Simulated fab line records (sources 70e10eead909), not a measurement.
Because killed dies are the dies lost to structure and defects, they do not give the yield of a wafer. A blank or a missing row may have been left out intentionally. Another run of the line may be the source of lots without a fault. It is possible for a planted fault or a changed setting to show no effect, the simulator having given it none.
Chamber matching    flow nand_harc    pecvd-02 running NHARC_P_M2_DEP_33: 3 sister chambers
The step deposits SiCN, target thk 30 nm. 14 wafers are shown with their chamber, then 7 later ones without.

## WAFERS, EACH WITH ITS CHAMBER
wafer   chamber  showerhead_vpp_V (V)  heater_power_w (W)
L074.1  0        1264                  509
L074.2  1        1272                  672
L074.5  0        1262                  520
L076.1  1        1282                  696
L076.4  0        1258                  541
L076.6  2        1392                  587
L085.4  0        1257                  556
L085.5  2        1369                  497
L085.6  1        1253                  711
L086.1  2        1356                  515
L086.2  0        1273                  550
L086.3  1        1267                  682
L087.1  0        1256                  493
L087.4  1        1241                  688

SIGNATURES, as means of the wafers listed above
reading           chamber 0  chamber 1  chamber 2  scatter within a chamber
showerhead_vpp_V  1261.67    1263.00    1372.33    13.2
heater_power_w    528.17     689.80     533.00     27.8
Rule: for each reading, subtract the chamber's mean from the wafer's reading, divide by that reading's scatter and square the result; add these up over the readings and take the root, which gives the wafer's distance from the chamber. The wafer belongs to the nearest chamber; if the next one is less than 2 further off, it can't be placed. How the scatter is found: for the shown wafers, subtract from each reading the mean of its chamber, square and add these, divide the total by (wafers less chambers), then take the root.

## WAFERS MISSING THEIR CHAMBER
wafer   showerhead_vpp_V (V)  heater_power_w (W)
L087.6  1264                  503
L095.1  1266                  686
L095.2  1268                  542
L095.4  1272                  565
L097.1  1271                  570
L097.4  1280                  646
L097.5  1251                  564

## WHICH CHAMBER EACH WENT THROUGH
wafer   from the rows above  in truth
L087.6  0                    0
L095.1  1                    1
L095.2  0                    0
L095.4  0                    0
L097.1  0                    0
L097.4  1                    1
L097.5  0                    0
Correct placement for 7 of the 7. Left unplaced by these rows: 0. Placed wrongly: 0.
